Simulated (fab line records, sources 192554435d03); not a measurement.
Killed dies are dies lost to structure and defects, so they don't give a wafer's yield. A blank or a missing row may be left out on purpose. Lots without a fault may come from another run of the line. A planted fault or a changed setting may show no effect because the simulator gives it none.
fab line records | flow n5_finfet
record lots=15 wafers=44 last_day=17
route steps=1938 shown BEOL_M10@1513 BEOL_M11@1550
lots that met no fault: from a run of the same line without faults
start_h: hours from the record's first day to the start of the lot's first wafer shown | wait_h: hours since the lot's step before | " the same as in the row above | L1.1+2: a row that stands for several wafers | - no value, or no start given | * or withheld: withheld | < > ~ a bound
route shown NAME@n: a module of which the file shows steps, and the number in the route of the first | usual: mean/standard deviation of fault-free wafers | same: alike in all rows | chamber/n: place in a boat | sites: the reading at each site | _std_site: their standard deviation | _edge_site: outer sites' mean less inner sites' | radius_mm: how far each site lies from the wafer's centre | mask NAME#n: copy n | behind: the tool/chamber that last shaped the wafer | hold: why the lot was held/for how many hours/how that ended | device: the transistor (n, p or np) that didn't switch | end of line: the same wafers' tests at the end of the route | a step without rows: its recipe alone | killed: dies lost to structure and defects at the first sort, not the wafer's yield | map: a wafer's dies, x killed, . not, _ none there
set.NAME: the setting as run; set.NAME@STEP: as run at that earlier step | model.NAME: the simulator's own value behind a step, which no gauge read
steps of the route over a sample of lots; a table a step, a row a wafer
services: from which hour (start_h, from the record's first day; less than 0 if before it) a tool's chamber was out of use, for how many hours, and why
## steps
# step N5_BEOL_M10_ETCH_41
# recipe chemistry=CH3F/O2 target=SiCN target_depth_a=426 taper_deg=2 time_s=86 ion_energy_ev=120 mask_material=TiN pressure_mtorr=30 source_w=395 bias_w=75 Ar_flow_sccm=150 CH3F_flow_sccm=30 O2_flow_sccm=20
# usual CH3F_flow_sccm=30.01/0.093 O2_flow_sccm=19.99/0.058 drypump_motor_current_A=5.5/0.48 oes_product_au=0.77/0.076 rf_fwd_power_W=392.3/1.5 rf_vpp_V=297.3/1.8 showerhead_plenum_p_Torr=2.00/0.08 throttle_valve_pct=16.41/0.24
# columns lot.wafer tool chamber start_h wait_h CH3F_flow_sccm O2_flow_sccm drypump_motor_current_A oes_product_au rf_fwd_power_W rf_hours_counter_h rf_vpp_V showerhead_plenum_p_Torr throttle_valve_pct
L930.1 rie_diel-05 1 - - 29.91 20.10 5.1 0.86 390.2 52 297.3 1.96 16.18
L930.6 " 1 " " 30.02 20.08 5.1 0.86 391.2 - 298.4 1.96 16.21
L931.1 rie_diel-04 1 - - 30.15 19.93 5.9 0.73 394.0 192 295.0 1.89 16.16
L931.4 " 3 " " 29.93 20.02 5.1 0.76 391.3 140 296.8 2.01 16.53
L931.6 " 2 " " 29.96 20.06 6.3 0.84 392.2 - 295.9 1.96 16.56
L933.2 rie_diel-05 2 - - 30.00 20.00 5.4 0.83 391.8 70 299.8 2.09 16.02
L933.3 " 1 " " 30.10 19.99 5.1 0.84 391.4 59 296.0 1.95 16.20
L933.5 " 2 " " 30.00 19.94 5.4 0.84 390.1 - 298.8 2.09 16.01
L935.3 rie_diel-05 2 - - 29.99 19.93 5.4 0.84 392.1 74 300.1 2.09 16.03
L935.4 " 2 " " 30.11 20.00 5.4 0.83 391.3 - 298.0 2.09 16.04
L935.5 " 0 " " 30.02 19.92 5.9 0.75 394.4 - 298.2 2.10 16.68
L934.1 rie_diel-05 1 - - 29.84 19.87 5.1 0.85 389.6 65 295.5 1.95 16.23
L934.2 " 2 " " 29.97 20.01 5.4 0.83 393.2 76 299.2 2.09 16.03
L934.3 " 0 " " 29.88 20.03 5.9 0.75 395.0 145 298.1 2.10 16.70
L937.2 rie_diel-04 3 - - 30.10 20.03 5.1 0.75 393.4 152 298.3 2.01 16.54
L937.3 " 0 " " 29.95 19.96 5.7 0.65 390.5 238 297.8 2.06 16.46
L937.4 " 2 " " 29.96 20.01 6.3 0.83 393.8 82 295.9 1.96 16.59
L939.1 rie_diel-06 0 - - 30.25 20.04 4.8 0.73 394.0 183 295.2 1.92 16.44
L939.5 " 1 " " 30.09 20.11 5.6 0.71 393.0 - 295.5 1.99 16.73
L939.6 " 0 " " 29.99 20.07 4.8 0.73 393.3 - 295.2 1.92 16.44
L942.1 rie_diel-04 2 - - 30.04 20.03 6.3 0.81 392.7 95 295.3 1.95 16.62
L942.2 " 1 " " 30.05 20.04 5.9 0.71 393.6 217 295.1 1.88 16.20
L942.4 " 2 " " 30.10 19.96 6.3 0.81 392.2 - 296.1 1.95 16.60
L943.2 rie_diel-06 1 - - 30.04 20.05 5.6 0.71 392.0 228 296.0 1.98 16.77
L943.4 " 0 " " 30.09 19.97 4.8 0.72 394.4 198 295.1 1.92 16.46
L943.5 " 3 " " 29.91 19.99 4.9 0.91 392.6 - 299.4 2.13 16.32
L941.3 rie_diel-05 2 - - 30.06 20.05 5.3 0.80 391.9 92 299.1 2.08 16.06
L941.4 " 0 " " 29.99 20.00 5.9 0.73 393.0 162 298.9 2.10 16.72
L941.5 " 3 " " 29.92 19.93 6.4 0.92 389.5 - 300.3 2.13 16.00
L948.1 rie_diel-04 2 - - 29.96 19.92 6.3 0.79 392.6 106 295.7 1.95 16.63
L948.2 " 0 " " 29.92 20.02 5.8 0.96 391.3 4 299.3 2.05 16.04
L948.5 " 2 " " 29.93 19.85 6.3 0.80 392.9 - 297.1 1.95 16.61
L949.3 rie_diel-06 0 - - 29.97 20.06 4.8 0.71 391.5 212 296.0 1.91 16.49
L949.4 " 0 " " 29.93 20.03 4.8 0.71 391.1 - 296.2 1.91 16.50
L949.6 " 2 " " 29.97 19.98 5.3 0.69 391.2 - 297.3 1.96 16.60
L950.1 rie_diel-05 2 - - 29.94 19.91 5.4 0.79 389.7 107 299.2 2.08 16.11
L950.4 " 1 " " 29.86 19.95 5.1 0.82 390.8 97 293.9 1.94 16.30
L950.5 " 0 " " 30.17 20.03 5.9 0.72 392.2 - 298.5 2.09 16.74
L951.1 rie_diel-06 2 - - 29.97 19.94 5.3 0.68 391.4 247 297.1 1.96 16.62
L951.4 " 1 " " 30.04 20.08 5.6 0.69 390.7 242 296.9 1.98 16.78
L951.6 " 2 " " 30.07 20.01 5.3 0.68 391.1 - 296.5 1.96 16.61
L953.1 rie_diel-06 0 - - 30.01 19.89 4.8 0.70 393.7 220 294.2 1.91 16.51
L953.2 " 3 " " 29.94 19.91 4.9 0.85 392.0 65 301.6 2.13 16.37
L953.5 " 2 " " 30.06 20.00 5.3 0.68 390.9 - 294.9 1.96 16.62
# step N5_BEOL_M10_CURE_72
# recipe temp_c=370 time_s=120 ambient=DMADMS/He material=SiCOH_lowk
# usual lamp_power_pct=52.32/0.052 wafer_temp_C_max=371.8/0.43
# columns lot.wafer tool chamber start_h wait_h lamp_power_pct wafer_temp_C_max
L930.1 uv_cure-01 1 217.17 0.0 52.23 372.6
L930.6 " 1 " " 52.23 372.0
L931.1 uv_cure-01 0 220.82 0.0 52.43 371.7
L931.4 " 0 " " 52.39 371.6
L931.6 " 0 " " 52.32 371.9
L933.2 uv_cure-02 0 231.87 0.1 52.43 371.9
L933.3 " 0 " " 52.25 372.5
L933.5 " 0 " " 52.33 372.1
L935.3 uv_cure-01 2 241.35 0.1 52.34 371.7
L935.4 " 2 " " 52.33 371.2
L935.5 " 2 " " 52.35 370.8
L934.1 uv_cure-01 1 244.26 0.0 52.36 371.9
L934.2 " 1 " " 52.36 371.7
L934.3 " 1 " " 52.30 372.0
L937.2 uv_cure-03 0 251.53 0.1 52.33 371.4
L937.3 " 0 " " 52.28 371.3
L937.4 " 0 " " 52.21 371.6
L939.1 uv_cure-01 2 254.38 0.3 52.31 371.3
L939.5 " 2 " " 52.37 371.1
L939.6 " 2 " " 52.28 371.3
L942.1 uv_cure-02 2 289.85 0.0 52.32 371.6
L942.2 " 2 " " 52.29 372.2
L942.4 " 2 " " 52.32 372.2
L943.2 uv_cure-01 1 290.07 0.1 52.38 372.1
L943.4 " 1 " " 52.31 372.4
L943.5 " 1 " " 52.32 371.9
L941.3 uv_cure-03 2 290.36 0.2 52.35 371.7
L941.4 " 2 " " 52.32 372.0
L941.5 " 2 " " 52.37 372.1
L948.1 uv_cure-01 1 320.91 0.0 52.26 371.7
L948.2 " 1 " " 52.40 372.3
L948.5 " 1 " " 52.32 372.1
L949.3 uv_cure-02 2 332.09 0.1 52.37 372.6
L949.4 " 2 " " 52.30 372.1
L949.6 " 2 " " 52.34 371.6
L950.1 uv_cure-01 1 336.38 0.0 52.25 371.5
L950.4 " 1 " " 52.27 371.3
L950.5 " 1 " " 52.31 371.5
L951.1 uv_cure-02 0 346.28 0.0 52.28 371.7
L951.4 " 0 " " 52.30 372.0
L951.6 " 0 " " 52.32 371.5
L953.1 uv_cure-03 1 352.23 0.0 52.41 370.9
L953.2 " 1 " " 52.35 371.2
L953.5 " 1 " " 52.29 371.6
# step N5_BEOL_M11_OVL_MEAS_12
# recipe points_per_wafer=44
# usual M11_OVL=-0.1/0.87
# columns lot.wafer tool chamber start_h wait_h M11_OVL[nm]
L930.1 overlay-02 0 222.95 0.0 -0.2
L930.6 " 0 " " -0.2
L931.1 overlay-01 0 225.62 0.0 0.9
L931.4 " 0 " " 0.5
L931.6 " 0 " " -0.4
L933.2 overlay-01 0 237.63 0.0 -0.5
L933.3 " 0 " " 0.2
L933.5 " 0 " " 0.7
L935.3 overlay-01 0 246.41 0.0 -1.0
L935.4 " 0 " " -2.0
L935.5 " 0 " " -1.6
L934.1 overlay-01 0 248.58 0.0 0.9
L934.2 " 0 " " -0.1
L934.3 " 0 " " 1.0
L937.2 overlay-02 0 256.30 0.0 0.8
L937.3 " 0 " " 0.1
L937.4 " 0 " " 1.4
L939.1 overlay-01 0 258.78 0.0 0.9
L939.5 " 0 " " -0.9
L939.6 " 0 " " -0.5
L942.1 overlay-01 0 294.05 0.0 0.1
L942.2 " 0 " " -0.2
L942.4 " 0 " " -0.6
L943.2 overlay-01 0 294.31 0.0 -0.2
L943.4 " 0 " " -0.2
L943.5 " 0 " " -0.2
L941.3 overlay-01 0 295.03 0.0 -0.9
L941.4 " 0 " " -2.5
L941.5 " 0 " " 0.0
L948.1 overlay-02 0 327.13 0.0 -1.1
L948.2 " 0 " " 0.2
L948.5 " 0 " " 0.7
L949.3 overlay-01 0 339.58 0.0 0.6
L949.4 " 0 " " 0.1
L949.6 " 0 " " 0.1
L950.1 overlay-02 0 342.92 0.0 1.0
L950.4 " 0 " " 2.1
L950.5 " 0 " " 0.3
L951.1 overlay-01 0 354.72 0.0 -0.9
L951.4 " 0 " " -0.5
L951.6 " 0 " " -0.6
L953.1 overlay-02 0 357.51 0.0 0.3
L953.2 " 0 " " 0.6
L953.5 " 0 " " -0.9
# step N5_BEOL_M11_ETCH_61
# recipe chemistry=CF4 target=SiARC target_depth_a=390 mask_material=CAR-ArF time_s=65 ion_energy_ev=80 pressure_mtorr=40 source_w=545 bias_w=36 Ar_flow_sccm=100 cf4_flow_sccm=100 ends=cleared
# usual bias_w=36.00/0.11 cf4_flow_sccm=99.99/0.29 drypump_motor_current_A=5.9/0.49 etch_rf_on_time_s=65.1/1.3 oes_product_au=0.66/0.075 rf_fwd_power_W=539.3/2.1 rf_vpp_V=184.4/0.97 showerhead_plenum_p_Torr=2.17/0.056 throttle_valve_pct=15.60/0.2
# columns lot.wafer tool chamber start_h wait_h bias_w cf4_flow_sccm drypump_motor_current_A etch_rf_on_time_s oes_product_au rf_fwd_power_W rf_hours_counter_h rf_vpp_V showerhead_plenum_p_Torr throttle_valve_pct
L930.1 rie_diel-02 3 223.35 0.0 36.03 100.06 5.6 64.9 0.79 539.9 15 185.6 2.28 15.25
L930.6 " 1 " " 35.93 99.92 5.8 65.0 0.64 537.3 - 184.8 2.13 15.34
L931.1 rie_diel-02 1 226.29 0.0 35.72 99.88 5.7 64.8 0.64 536.7 170 184.1 2.12 15.35
L931.4 " 3 " " 36.06 99.92 5.6 64.8 0.80 538.9 16 186.1 2.28 15.25
L931.6 " 3 " " 35.81 100.28 5.6 64.4 0.81 535.8 - 185.6 2.28 15.24
L933.2 rie_diel-01 1 237.90 0.0 35.91 99.62 5.9 64.7 0.72 537.7 65 185.6 2.27 15.51
L933.3 " 3 " " 36.02 99.92 6.3 65.7 0.61 538.6 205 184.5 2.13 15.73
L933.5 " 0 " " 36.15 99.45 5.8 62.2 0.76 541.6 - 183.5 2.18 15.64
L935.3 rie_diel-03 0 246.74 0.0 36.09 100.24 6.7 66.4 0.64 537.6 140 184.6 2.16 15.69
L935.4 " 1 " " 35.89 99.93 6.1 66.1 0.61 536.2 188 184.0 2.23 15.86
L935.5 " 1 " " 35.95 99.79 6.1 65.9 0.61 539.3 - 183.9 2.23 15.86
L934.1 rie_diel-03 3 248.92 0.0 36.08 99.81 5.9 65.6 0.59 541.2 198 185.2 2.20 15.78
L934.2 " 2 " " 35.97 100.29 4.9 65.2 0.73 540.6 33 182.0 2.11 15.43
L934.3 " 1 " " 36.03 99.73 6.1 66.2 0.61 536.1 189 183.5 2.23 15.85
L937.2 rie_diel-02 1 256.41 0.0 36.09 100.10 5.7 64.7 0.63 537.5 181 183.1 2.12 15.39
L937.3 " 3 " " 35.97 99.65 5.6 64.6 0.78 540.8 - 185.7 2.27 15.28
L937.4 " 1 " " 36.05 100.14 5.8 65.2 0.63 536.7 - 183.0 2.12 15.38
L939.1 rie_diel-01 1 258.88 0.0 35.92 99.40 5.9 64.5 0.72 539.6 70 185.1 2.26 15.52
L939.5 " 3 " " 36.15 99.93 6.4 64.4 0.61 542.2 - 184.3 2.13 15.73
L939.6 " 0 " " 35.73 99.72 5.8 61.8 0.75 539.4 - 184.3 2.18 15.65
L942.1 rie_diel-02 2 294.14 0.0 - - - - - - - - - -
L942.2 " 1 " " - - - - - - - - - -
L942.4 " 3 " " - - - - - - - - - -
L943.2 rie_diel-01 1 294.40 0.0 - - - - - - - - - -
L943.4 " 1 " " - - - - - - - - - -
L943.5 " 0 " " - - - - - - - - - -
L941.3 rie_diel-03 3 295.12 0.0 - - - - - - - - - -
L941.4 " 2 " " - - - - - - - - - -
L941.5 " 1 " " - - - - - - - - - -
L948.1 rie_diel-01 0 327.24 0.0 36.09 99.88 5.8 63.0 0.72 538.7 67 184.3 2.17 15.69
L948.2 " 3 " " 35.96 100.15 6.3 65.1 0.59 539.5 235 184.2 2.12 15.78
L948.5 " 0 " " 36.25 99.53 5.8 62.1 0.73 540.3 - 184.3 2.17 15.69
L949.3 rie_diel-03 1 339.67 0.0 35.97 100.27 6.1 67.5 0.59 536.6 217 185.2 2.22 15.91
L949.4 " 3 " " 36.02 100.26 5.9 65.8 0.59 538.3 224 185.1 2.19 15.84
L949.6 " 1 " " 35.99 100.78 6.1 67.3 0.59 535.2 - 183.8 2.22 15.90
L950.1 rie_diel-03 3 343.01 0.0 36.09 100.02 5.9 64.9 0.58 540.4 225 185.2 2.19 15.84
L950.4 " 1 " " 35.96 100.31 6.1 65.9 0.59 535.7 218 183.8 2.22 15.90
L950.5 " 3 " " 35.83 99.88 6.0 65.4 0.58 540.8 - 184.1 2.19 15.84
L951.1 rie_diel-02 2 354.81 0.0 36.11 100.33 6.4 63.5 0.83 539.6 1 183.8 2.10 15.30
L951.4 " 2 " " 35.93 100.17 6.4 64.1 0.82 538.8 - 183.6 2.10 15.30
L951.6 " 3 " " 35.97 99.88 5.5 65.2 0.73 541.4 - 184.3 2.26 15.36
L953.1 rie_diel-01 1 357.60 0.0 36.10 100.29 5.9 64.3 0.69 543.0 101 185.4 2.25 15.56
L953.2 " 2 " " 35.90 100.14 5.7 66.2 0.58 536.6 237 184.6 2.19 15.40
L953.5 " 3 " " 36.15 100.63 6.3 64.9 0.59 539.8 - 184.3 2.12 15.80
# step N5_BEOL_M11_ETCH_62
# recipe chemistry=N2/H2 target=SOC target_depth_a=1100 overetch_a=220 mask_material=SiARC temp_c=40 time_s=165 ion_energy_ev=200 pressure_mtorr=30 source_w=840 bias_w=150 n2_flow_sccm=200 h2_flow_sccm=200
# usual bias_w=149.9/0.43 chamber_pressure_mTorr=30.001/0.028 drypump_motor_current_A=5.9/0.49 n2_flow_sccm=200.0/0.55 oes_product_au=0.66/0.07 rf_fwd_power_W=837.3/2.4 rf_vpp_V=524.9/2 showerhead_plenum_p_Torr=2.58/0.068 throttle_valve_pct=17.79/0.22
# columns lot.wafer tool chamber start_h wait_h bias_w chamber_pressure_mTorr drypump_motor_current_A n2_flow_sccm oes_product_au rf_fwd_power_W rf_hours_counter_h rf_vpp_V showerhead_plenum_p_Torr throttle_valve_pct
L930.1 rie_diel-02 3 223.40 0.0 150.1 29.979 5.6 199.7 0.80 831.0 15 526.9 2.72 17.46
L930.6 " 1 " " 150.4 30.039 5.8 200.7 0.63 834.4 - 524.2 2.53 17.59
L931.1 rie_diel-02 1 226.34 0.0 148.7 30.036 5.8 200.2 0.63 833.2 170 523.2 2.53 17.60
L931.4 " 3 " " 150.0 30.026 5.6 200.2 0.80 836.6 16 528.7 2.72 17.49
L931.6 " 3 " " 149.9 30.014 5.6 200.4 0.79 835.0 - 528.9 2.72 17.49
L933.2 rie_diel-01 1 237.95 0.0 149.8 30.034 5.9 200.1 0.71 841.9 65 527.7 2.67 17.58
L933.3 " 3 " " 149.8 30.012 6.3 199.7 0.61 840.8 205 523.7 2.51 17.85
L933.5 " 0 " " 149.6 29.972 5.8 200.0 0.74 836.4 - 525.6 2.58 17.74
L935.3 rie_diel-03 0 246.79 0.0 149.7 30.006 6.7 200.3 0.64 842.3 140 525.1 2.55 18.03
L935.4 " 1 " " 149.7 30.032 6.0 199.5 0.61 840.0 188 525.9 2.64 17.90
L935.5 " 1 " " 150.1 29.977 6.0 200.0 0.61 839.6 - 527.3 2.64 17.91
L934.1 rie_diel-03 3 248.97 0.0 150.2 29.944 5.9 199.3 0.59 837.6 198 527.2 2.63 18.07
L934.2 " 2 " " 149.2 30.018 4.8 200.7 0.73 837.8 33 522.0 2.48 17.53
L934.3 " 1 " " 150.2 30.010 6.1 200.2 0.62 836.0 190 525.9 2.64 17.92
L937.2 rie_diel-02 1 256.48 0.1 149.9 29.959 5.8 200.6 0.63 839.6 181 522.5 2.53 17.61
L937.3 " 3 " " 149.9 29.990 5.6 199.1 0.78 841.9 - 527.2 2.71 17.50
L937.4 " 1 " " 150.2 29.992 5.8 199.8 0.62 836.0 - 524.4 2.53 17.63
L939.1 rie_diel-01 1 258.93 0.0 149.5 29.999 5.9 200.2 0.70 837.2 70 528.5 2.67 17.59
L939.5 " 3 " " 149.5 29.977 6.3 199.5 0.60 835.1 - 523.2 2.51 17.84
L939.6 " 0 " " 150.4 29.972 5.8 199.8 0.74 837.4 - 523.7 2.57 17.75
L942.1 rie_diel-02 2 294.19 0.0 149.9 29.980 6.5 200.5 0.26 836.6 239 523.6 2.53 18.19
L942.2 " 1 " " 150.3 30.000 5.7 200.7 0.27 839.7 198 523.0 2.52 17.61
L942.4 " 3 " " 149.7 29.973 5.6 199.3 0.34 839.2 45 527.4 2.71 17.47
L943.2 rie_diel-01 1 294.45 0.0 149.7 29.985 5.9 199.5 0.31 841.2 81 527.2 2.66 17.55
L943.4 " 1 " " 150.4 30.018 5.9 199.4 0.31 836.8 - 529.4 2.66 17.54
L943.5 " 0 " " 150.0 29.999 5.8 199.2 0.32 841.3 - 526.1 2.57 17.72
L941.3 rie_diel-03 3 295.17 0.0 150.0 30.064 5.9 199.6 0.26 841.5 212 524.8 2.63 18.04
L941.4 " 2 " " 149.6 29.999 4.9 199.9 0.32 835.3 50 522.9 2.48 17.53
L941.5 " 1 " " 149.7 29.985 6.1 199.1 0.27 833.0 - 526.6 2.63 17.89
L948.1 rie_diel-01 0 327.32 0.1 149.6 29.996 5.8 200.0 0.70 833.7 68 524.8 2.56 17.79
L948.2 " 3 " " 150.6 29.951 6.4 199.7 0.60 837.3 235 521.7 2.50 17.88
L948.5 " 0 " " 150.1 30.068 5.8 200.4 0.70 839.9 - 525.4 2.56 17.79
L949.3 rie_diel-03 1 339.72 0.0 149.3 30.023 6.1 200.5 0.60 836.6 217 526.5 2.62 17.96
L949.4 " 3 " " 150.1 29.992 5.9 200.8 0.58 840.9 224 526.3 2.62 18.13
L949.6 " 1 " " 150.1 29.959 6.1 199.8 0.60 839.1 - 526.7 2.62 17.97
L950.1 rie_diel-03 3 343.06 0.0 150.0 30.076 6.0 200.3 0.57 834.8 225 526.0 2.62 18.13
L950.4 " 1 " " 150.6 30.021 6.1 199.6 0.59 838.0 218 526.4 2.62 17.97
L950.5 " 3 " " 150.3 30.035 5.9 200.5 0.58 838.2 - 525.2 2.62 18.13
L951.1 rie_diel-02 2 354.86 0.0 150.1 30.031 6.4 200.6 0.81 839.3 1 522.8 2.52 17.77
L951.4 " 2 " " 149.7 29.965 6.5 201.5 0.82 836.2 - 523.3 2.52 17.77
L951.6 " 3 " " 150.1 29.980 5.7 199.7 0.73 834.2 - 528.0 2.70 17.56
L953.1 rie_diel-01 1 357.65 0.0 150.0 29.996 5.9 200.3 0.68 836.1 101 526.3 2.65 17.63
L953.2 " 2 " " 149.5 30.044 5.7 200.1 0.59 835.4 237 526.0 2.62 17.67
L953.5 " 3 " " 149.4 29.989 6.3 199.0 0.59 836.6 - 523.6 2.50 17.92
# step N5_BEOL_M11_HM_OPEN_17
# recipe chemistry=Cl2/BCl3 target_depth_a=200 overetch_a=60 target=TiN mask_material=SOC ion_energy_ev=150 pressure_mtorr=10 icp_w=1000 bias_w=126 Cl2_flow_sccm=53.25 bcl3_flow_sccm=21.75 Ar_flow_sccm=25
# usual bcl3_flow_sccm=21.74/0.069 drypump_motor_current_A=5.42/0.29 oes_product_au=0.66/0.084 rf_fwd_power_W=994/3.5 throttle_valve_pct=22.23/0.19
# columns lot.wafer tool chamber start_h wait_h bcl3_flow_sccm drypump_motor_current_A oes_product_au rf_fwd_power_W rf_hours_counter_h throttle_valve_pct
L930.1 rie_metal-01 0 223.59 0.0 21.77 5.24 0.76 994 8 22.13
L930.6 " 1 " " 21.80 5.49 0.79 993 - 21.95
L931.1 rie_metal-03 0 226.53 0.0 21.71 5.57 0.56 994 100 22.59
L931.4 " 1 " " 21.63 5.60 0.58 995 - 22.43
L931.6 " 1 " " 21.74 5.61 0.58 995 - 22.43
L933.2 rie_metal-03 1 238.14 0.0 21.75 5.59 0.58 993 78 22.42
L933.3 " 0 " " 21.76 5.55 0.56 994 - 22.58
L933.5 " 0 " " 21.85 5.55 0.56 992 - 22.59
L935.3 rie_metal-02 1 247.01 0.1 21.71 6.01 0.54 987 - 22.31
L935.4 " 0 " " 21.75 5.08 0.64 992 - 22.29
L935.5 " 0 " " 21.82 5.04 0.65 994 - 22.30
L934.1 rie_metal-01 0 249.15 0.0 21.74 5.20 0.74 995 11 22.12
L934.2 " 1 " " 21.87 5.46 0.77 994 7 21.95
L934.3 " 0 " " 21.87 5.22 0.75 990 - 22.12
L937.2 rie_metal-01 1 256.75 0.0 21.74 5.51 0.75 990 8 21.98
L937.3 " 0 " " 21.71 5.20 0.75 997 - 22.11
L937.4 " 1 " " 21.76 5.48 0.76 993 - 21.95
L939.1 rie_metal-02 0 259.11 0.0 21.68 5.04 0.66 997 43 22.30
L939.5 " 0 " " 21.78 5.06 0.65 993 - 22.29
L939.6 " 1 " " 21.82 6.01 0.54 993 - 22.31
L942.1 rie_metal-01 0 294.38 0.0 21.78 5.18 0.33 996 16 22.79
L942.2 " 1 " " 21.74 5.47 0.33 989 12 22.62
L942.4 " 0 " " 21.85 5.21 0.32 997 - 22.78
L943.2 rie_metal-02 0 294.64 0.0 21.70 5.00 0.29 997 46 22.94
L943.4 " 0 " " 21.64 4.98 0.29 996 - 22.94
L943.5 " 0 " " 21.72 5.01 0.28 990 - 22.94
L941.3 rie_metal-02 0 295.39 0.1 21.81 5.03 0.29 996 - 22.94
L941.4 " 1 " " 21.83 5.98 0.24 995 - 22.94
L941.5 " 1 " " 21.83 6.00 0.24 990 - 22.96
L948.1 rie_metal-03 1 327.59 0.0 21.72 5.61 0.57 992 86 22.45
L948.2 " 0 " " 21.77 5.56 0.55 989 108 22.60
L948.5 " 0 " " 21.68 5.59 0.55 985 - 22.59
L949.3 rie_metal-01 0 339.94 0.1 21.75 5.20 0.72 995 - 22.15
L949.4 " 1 " " 21.68 5.49 0.73 997 - 22.00
L949.6 " 0 " " 21.66 5.22 0.71 989 - 22.13
L950.1 rie_metal-02 0 343.25 0.0 21.71 5.05 0.63 997 55 22.32
L950.4 " 0 " " 21.77 5.05 0.63 999 - 22.33
L950.5 " 0 " " 21.63 5.03 0.62 996 - 22.32
L951.1 rie_metal-03 1 355.05 0.0 21.81 5.57 0.57 992 88 22.44
L951.4 " 1 " " 21.76 5.61 0.56 993 - 22.45
L951.6 " 1 " " 21.85 5.58 0.57 997 - 22.46
L953.1 rie_metal-01 1 357.84 0.0 21.69 5.48 0.71 992 19 22.03
L953.2 " 0 " " 21.70 5.24 0.70 992 23 22.15
L953.5 " 1 " " 21.82 5.49 0.71 996 - 21.98
# step N5_BEOL_M11_CD_MEAS_18
# recipe pitch_nm=140 target_cd_nm=70
# usual cd_nm=70.1/0.78
# columns lot.wafer tool chamber start_h wait_h cd_nm
L930.1 cd_sem-03 - 223.80 0.0 68.6
L930.6 " - " " 69.5
L931.1 cd_sem-01 - 226.79 0.0 70.3
L931.4 " - " " 71.0
L931.6 " - " " 70.2
L933.2 cd_sem-01 - 238.32 0.1 69.1
L933.3 " - " " 69.7
L933.5 " - " " 70.0
L935.3 cd_sem-03 - 247.21 0.1 69.9
L935.4 " - " " 69.8
L935.5 " - " " 69.5
L934.1 cd_sem-03 - 249.34 0.0 70.8
L934.2 " - " " 71.1
L934.3 " - " " 70.3
L937.2 cd_sem-02 - 256.96 0.1 70.5
L937.3 " - " " 69.5
L937.4 " - " " 69.2
L939.1 cd_sem-02 - 259.37 0.1 70.9
L939.5 " - " " 69.9
L939.6 " - " " 69.7
L942.1 cd_sem-01 - 294.60 0.0 -
L942.2 " - " " -
L942.4 " - " " -
L943.2 cd_sem-02 - 294.82 0.1 -
L943.4 " - " " -
L943.5 " - " " -
L941.3 cd_sem-01 - 295.54 0.1 -
L941.4 " - " " -
L941.5 " - " " -
L948.1 cd_sem-01 - 327.79 0.1 69.9
L948.2 " - " " 69.7
L948.5 " - " " 70.9
L949.3 cd_sem-02 - 340.09 0.1 69.4
L949.4 " - " " 69.8
L949.6 " - " " 70.4
L950.1 cd_sem-01 - 343.52 0.0 69.1
L950.4 " - " " 69.3
L950.5 " - " " 70.0
L951.1 cd_sem-02 - 355.33 0.0 69.3
L951.4 " - " " 69.4
L951.6 " - " " 69.5
L953.1 cd_sem-03 - 358.02 0.0 69.8
L953.2 " - " " 69.4
L953.5 " - " " 69.8
## services
# columns tool chamber start_h hours kind
rie_diel-03 1 193.13 8.5 repair
rie_diel-04 - 212.56 0.5 repair
rie_diel-05 0 213.29 4.7 repair
rie_diel-06 - 216.71 2.8 pm
uv_cure-01 - 217.77 2.1 pm
rie_metal-02 - 224.92 2.8 pm
rie_metal-02 - 229.67 6.9 repair
rie_diel-03 - 236.51 0.3 repair
rie_diel-02 2 244.08 21.0 repair
uv_cure-01 - 249.88 0.8 repair
rie_diel-03 0 253.64 2.0 repair
rie_diel-02 0 254.95 14.4 repair
rie_diel-06 3 258.82 2.4 repair
uv_cure-01 - 277.81 1.0 repair
rie_diel-02 3 282.57 1.5 repair
rie_diel-03 3 285.32 6.0 repair
rie_diel-01 - 290.73 2.8 pm
uv_cure-01 - 291.28 2.8 pm
rie_diel-01 2 293.58 40.7 repair
rie_diel-02 2 324.02 3.9 repair
rie_diel-01 1 326.23 2.7 repair
rie_diel-06 1 330.77 13.6 repair
rie_metal-02 1 340.07 5.2 repair
rie_diel-05 - 352.93 2.8 pm
## key
first_sign step=N5_BEOL_M11_ETCH_61 reading=tool_record direction=missing
effect step=N5_BEOL_M11_ETCH_62 reading=oes_product_au direction=down sigmas=5.1 usual=0.66 struck=0.30
effect step=N5_BEOL_M11_HM_OPEN_17 reading=oes_product_au direction=down sigmas=4.4 usual=0.66 struck=0.29
effect step=N5_BEOL_M11_CD_MEAS_18 reading=cd_nm direction=missing
met_at N5_BEOL_M11_ETCH_61
struck_lots L941,L942,L943
later_rows_left_out L941.3,L941.4,L941.5,L942.1,L942.2,L942.4,L943.2,L943.4,L943.5
sort_left_out L941.3,L941.4,L941.5,L942.1,L942.2,L942.4,L943.2,L943.4,L943.5
not_acting_at N5_BEOL_M10_ETCH_41,N5_BEOL_M10_CURE_72,N5_BEOL_M11_OVL_MEAS_12
onset_between 258.88 294.14
fault kind=skipped_step_whole tool=rie_diel-01,rie_diel-02,rie_diel-03 chamber=- onset_h=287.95 steps=N5_BEOL_M11_ETCH_61 scope=struck_lots_only
# sort_left_out: the simulated sort isn't trusted on such a fault, so these wafers' sort isn't shown, and their yield isn't known
# later_rows_left_out: the simulator's readings of these wafers behind a module that went badly wrong aren't trusted and aren't shown, but for the sort
